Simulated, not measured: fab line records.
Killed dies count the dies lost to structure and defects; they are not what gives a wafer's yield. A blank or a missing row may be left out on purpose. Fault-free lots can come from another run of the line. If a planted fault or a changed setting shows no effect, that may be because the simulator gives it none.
A struck lot beside a sound one :: flow nandHarc :: 14 steps out of a route of 1302
Sound: the wafers L839.3, L839.5, L839.6. Wafers L849.2, L849.5, L849.6 were the ones struck. The cause comes at the end.
Each step with rows lists, per side, the tool, then ch with its chambers, then its first start. Under that, the readings that differ: sound wafers :: struck wafers :: difference of the means :: sigmas: that difference in standard deviations of wafers without a fault.
alike: words and numbers the same on both sides, and readings whose means are apart by under 2 such deviations; not compared: readings that were withheld, readings missing a value for some wafer, numbers with overlapping values and no deviation given by the record, and bounds like >300 which may hide the same value.
Wherever a step has rows on one side only, a row that says differs or no value, or a row with sigmas, the two part there. Numbers that don't overlap but have no deviation are shown without sigmas and don't part them. Lack of a reading on every wafer of one side parts them only where that side has two or more wafers.

first, 1 step without rows for these wafers: NHARC_A_DECK1_JOINT_CVD_12 (deposits poly-Si, target thk 90 nm, time 1800 s).
NHARC_A_DECK1_JOINT_CMP_13: polishes, target thk 51.023 nm.
  sound on cmp-04 ch 0,2,3, day 13 20:14; struck on cmp-03 ch 0,3, day 17 16:58
  alike: motorCurrentA, slurryFlowMlMin, timeToEndpointS
NHARC_A_DECK1_JOINT_THK_MEAS_14: measures by ellipsometry.
  sound on filmMetro-02, day 13 20:25; struck on filmMetro-01, day 17 17:11
  alike: thkNm
then, 1 step without rows for these wafers: NHARC_A_DECK1_JOINT_SRD_04.
NHARC_A_DECK1_JOINT_ETCHBACK_00: etches the open film in HBr, target depth 30 nm, time 17.4 s.
  sound on rieSi-06 ch 2,3, day 13 20:33; struck on rieSi-06 ch 0,3, day 17 17:19
  alike: drypumpMotorCurrentA, oesProductAu, throttleValvePct
  not compared: rfHoursCounterH
then, 7 steps without rows for these wafers: NHARC_A_DECK1_JOINT_PRECLEAN_30 (cleans in SC1); NHARC_A_DECK1_JOINT_SRD_31; NHARC_A_DECK1_JOINT_CVD_34 (deposits SiNx, target thk 20 nm); NHARC_A_DECK1_JOINT_DEP_06 (deposits SiOx, target thk 80 nm); NHARC_A_DECK1_JOINT_CURE_26 (time 32 s); NHARC_A_DECK1_JOINT_ANNEAL_27 (time 3600 s); NHARC_A_DECK1_JOINT_ANNEAL_28 (time 1800 s).
NHARC_A_DECK1_JOINT_ANNEAL_29: time 1800 s.
  struck on furnace-02, day 18 15:41; sound on furnace-02 ch 0, day 14 17:10
  no value came back on the struck wafers for rampDownCPerMin, rampUpCPerMin, spikeTcTopC (C), zonePowerBottomPct (%); on the sound wafers rampDownCPerMin reads 2.9998 3.0000 2.9995
NHARC_A_DECK1_JOINT_CMP_02: polishes SiOx.
  sound on cmp-04 ch 1,2,3, day 14 19:54; struck on cmp-03 ch 0,1,2, day 18 18:26
  alike: motorCurrentA, slurryFlowMlMin

== WHERE THEY PART ==
Only at NHARC_A_DECK1_JOINT_ANNEAL_29, as far as this record shows. Later steps at which nothing parts them and some readings are alike: NHARC_A_DECK1_JOINT_CMP_02.

WHY: whatever the simulator had introduced
Entire step skipped (furnace-02, NHARC_A_DECK1_JOINT_ANNEAL_29), from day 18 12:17 onward. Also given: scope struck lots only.
